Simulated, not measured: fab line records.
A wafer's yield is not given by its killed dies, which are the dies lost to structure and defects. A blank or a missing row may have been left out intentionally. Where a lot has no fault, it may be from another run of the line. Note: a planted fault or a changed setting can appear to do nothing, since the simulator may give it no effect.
The same fault as seen by 2 desks || flow n5 finfet || each desk has only its own numbers; what lay behind them comes last

DESK OF THE TOOL OWNER: arfi scanner-02
The tool's own readings at N5_BEOL_M0_SAQP_EXPOSE_11 (exposes mask M0 CORE, target cd 42 nm): means of the sampled wafers that have a number, for each lot that ran on this tool. The brackets show how far a lot's mean lies from the usual mean; more than 4 standard deviations puts the lot out of limits, marked OUT.
Columns: A = exposure dose mJ cm2 at N5_BEOL_M0_SAQP_EXPOSE_11, usual 54.99; B = stage vel mm s at N5_BEOL_M0_SAQP_EXPOSE_11, usual 500.00 mm/s
{"lot": "L873", "first seen here": "day 5 11:55", "A": 54.99, "B": 499.85}
{"lot": "L874", "first seen here": "day 5 22:00", "A": 55.05, "B": 499.87}
{"lot": "L878", "first seen here": "day 7 02:37", "A": 55.08, "B": 499.67}
{"lot": "L882", "first seen here": "day 7 17:41", "A": "54.25 (-13) OUT", "B": 500.25}
{"lot": "L884", "first seen here": "day 8 05:41", "A": "54.23 (-13) OUT", "B": 499.95}
This desk's verdict: out of limits on L882, L884, starting with L882 at day 7 17:41 (exposure dose mJ cm2 at N5_BEOL_M0_SAQP_EXPOSE_11). In limits: L873, L874, L878.

AT THE METROLOGY DESK
What the gauges read for every lot (on any tool): the sampled wafers with a number, averaged. The brackets show how far a lot's mean lies from the usual mean; more than 4 standard deviations puts the lot out of limits, marked OUT. Only the readings that lie furthest out on some lot appear, 7 of the 10 it has.
Columns: A = DIBL_N at N5_BEOL_M4_RC_MEAS_101, usual 36.0 mV/V; B = DIBL_P at N5_BEOL_M4_RC_MEAS_101, usual 36.0 mV/V; C = IOFF_N at N5_BEOL_M4_RC_MEAS_101, usual 0.155 nA/um; D = IOFF_P at N5_BEOL_M4_RC_MEAS_101, usual 0.20 nA/um; E = SS_N at N5_BEOL_M4_RC_MEAS_101, usual 71.5 mV/dec; F = SS_P at N5_BEOL_M4_RC_MEAS_101, usual 73.2 mV/dec; G = VT_P at N5_BEOL_M4_RC_MEAS_101, usual -251.0 mV
{"lot": "L873", "first seen here": "day 8 12:22", "A": 34.9, "B": 34.5, "C": 0.130, "D": 0.16, "E": 70.7, "F": 72.5, "G": -255.5}
{"lot": "L874", "first seen here": "day 8 17:25", "A": 35.1, "B": 34.1, "C": 0.118, "D": 0.18, "E": 71.1, "F": 73.0, "G": -252.2}
{"lot": "L878", "first seen here": "day 9 22:37", "A": 40.5, "B": 40.1, "C": 0.216, "D": 0.27, "E": 72.5, "F": 74.4, "G": -247.3}
{"lot": "L884", "first seen here": "day 10 21:57", "A": 36.0, "B": 35.2, "C": 0.151, "D": 0.20, "E": 71.7, "F": 72.8, "G": -251.9}
{"lot": "L882", "first seen here": "day 11 00:58", "A": 35.4, "B": 36.6, "C": 0.148, "D": 0.21, "E": 71.2, "F": 73.8, "G": -249.5}
{"lot": "L886", "first seen here": "day 11 06:49", "A": 35.8, "B": 35.6, "C": 0.170, "D": 0.20, "E": 71.8, "F": 73.6, "G": -251.5}
{"lot": "L890", "first seen here": "day 12 21:11", "A": 36.2, "B": 37.7, "C": 0.159, "D": 0.19, "E": 71.8, "F": 73.6, "G": -254.7}
{"lot": "L892", "first seen here": "day 13 00:13", "A": 34.4, "B": 35.8, "C": 0.139, "D": 0.20, "E": 71.0, "F": 72.9, "G": -250.8}
{"lot": "L895", "first seen here": "day 14 01:47", "A": 33.5, "B": 33.7, "C": 0.129, "D": 0.17, "E": 71.0, "F": 72.8, "G": -252.9}
Finding of this desk: none of the 9 lots has anything out of limits.

TAKEN TOGETHER
The tool owner's desk could have raised an alarm at day 7 17:41, on L882, L884.
At the metrology desk, nothing out of limits was observed.
The metrology desk holds a record of L882, L884, inside its limits.
All the named lots went through N5_BEOL_M0_SAQP_EXPOSE_11 on arfi scanner-02.

WHAT WAS PUT IN BY THE SIMULATOR
Process parameters drifting: arfi scanner-02 at N5_BEOL_M0_SAQP_EXPOSE_11, beginning at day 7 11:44. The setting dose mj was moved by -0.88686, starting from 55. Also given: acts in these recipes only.
Shown lots that were struck: L882, L884.
How many hours passed from the start of the fault until each desk's first out-of-limits reading: the tool owner's desk, 6.
